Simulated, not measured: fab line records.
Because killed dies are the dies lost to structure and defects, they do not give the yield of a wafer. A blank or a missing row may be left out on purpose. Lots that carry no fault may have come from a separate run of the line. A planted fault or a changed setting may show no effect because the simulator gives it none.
Chamber matching || flow nand-harc || 4 sister chambers for NHARC_P_CONTACT_DESCUM_17 on rie-diel-02
The step chemistry O2, time 3 s. 8 wafers are shown with their chamber, then 7 later ones without.

== EACH WAFER AND ITS CHAMBER ==
{"wafer": "L812.4", "chamber": 2, "oes-product-au (a.u.)": 0.986, "throttle-valve-pct (%)": 11.311}
{"wafer": "L812.6", "chamber": 1, "oes-product-au (a.u.)": 1.008, "throttle-valve-pct (%)": 11.294}
{"wafer": "L815.4", "chamber": 1, "oes-product-au (a.u.)": 1.009, "throttle-valve-pct (%)": 11.310}
{"wafer": "L815.6", "chamber": 3, "oes-product-au (a.u.)": 1.016, "throttle-valve-pct (%)": 11.316}
{"wafer": "L816.2", "chamber": 3, "oes-product-au (a.u.)": 1.005, "throttle-valve-pct (%)": 11.321}
{"wafer": "L816.5", "chamber": 2, "oes-product-au (a.u.)": 0.979, "throttle-valve-pct (%)": 11.305}
{"wafer": "L825.2", "chamber": 0, "oes-product-au (a.u.)": 1.000, "throttle-valve-pct (%)": 11.328}
{"wafer": "L825.4", "chamber": 0, "oes-product-au (a.u.)": 1.005, "throttle-valve-pct (%)": 11.325}

== WAFERS WHOSE CHAMBER IS MISSING ==
{"wafer": "L825.6", "oes-product-au (a.u.)": 1.015, "throttle-valve-pct (%)": 11.302}
{"wafer": "L829.3", "oes-product-au (a.u.)": 1.017, "throttle-valve-pct (%)": 11.311}
{"wafer": "L829.5", "oes-product-au (a.u.)": 1.001, "throttle-valve-pct (%)": 11.313}
{"wafer": "L829.6", "oes-product-au (a.u.)": 0.990, "throttle-valve-pct (%)": 11.304}
{"wafer": "L830.4", "oes-product-au (a.u.)": 1.010, "throttle-valve-pct (%)": 11.323}
{"wafer": "L830.5", "oes-product-au (a.u.)": 0.990, "throttle-valve-pct (%)": 11.315}
{"wafer": "L830.6", "oes-product-au (a.u.)": 1.018, "throttle-valve-pct (%)": 11.327}

== WHICH CHAMBER EACH WENT THROUGH ==
{"wafer": "L825.6", "from the rows above": "can't be placed: 1 or 3", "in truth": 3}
{"wafer": "L829.3", "from the rows above": "can't be placed: 3 or 1", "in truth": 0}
{"wafer": "L829.5", "from the rows above": "can't be placed: 3 or 0 or 1 or 2", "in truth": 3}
{"wafer": "L829.6", "from the rows above": 2, "in truth": 2}
{"wafer": "L830.4", "from the rows above": "can't be placed: 3 or 0", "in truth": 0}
{"wafer": "L830.5", "from the rows above": "can't be placed: 2 or 0", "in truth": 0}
{"wafer": "L830.6", "from the rows above": "can't be placed: 3 or 0", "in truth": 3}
Placed correctly: 1 of 7. These rows do not allow placing 6 (true chamber among the candidates in 5). 0 placed wrongly.
How it was worked out, from the rows above alone: a wafer's distance from a chamber is the root of the sum, over the readings, of the square of ((its reading less the chamber's mean) divided by the reading's scatter). The wafer belongs to the nearest chamber; if the next one is less than 2 further off, it can't be placed. Each chamber's mean is taken over the wafers shown for it. The scatter: the root of (the sum of the squares of (reading less its chamber's mean) over the shown wafers, divided by (wafers less chambers)).
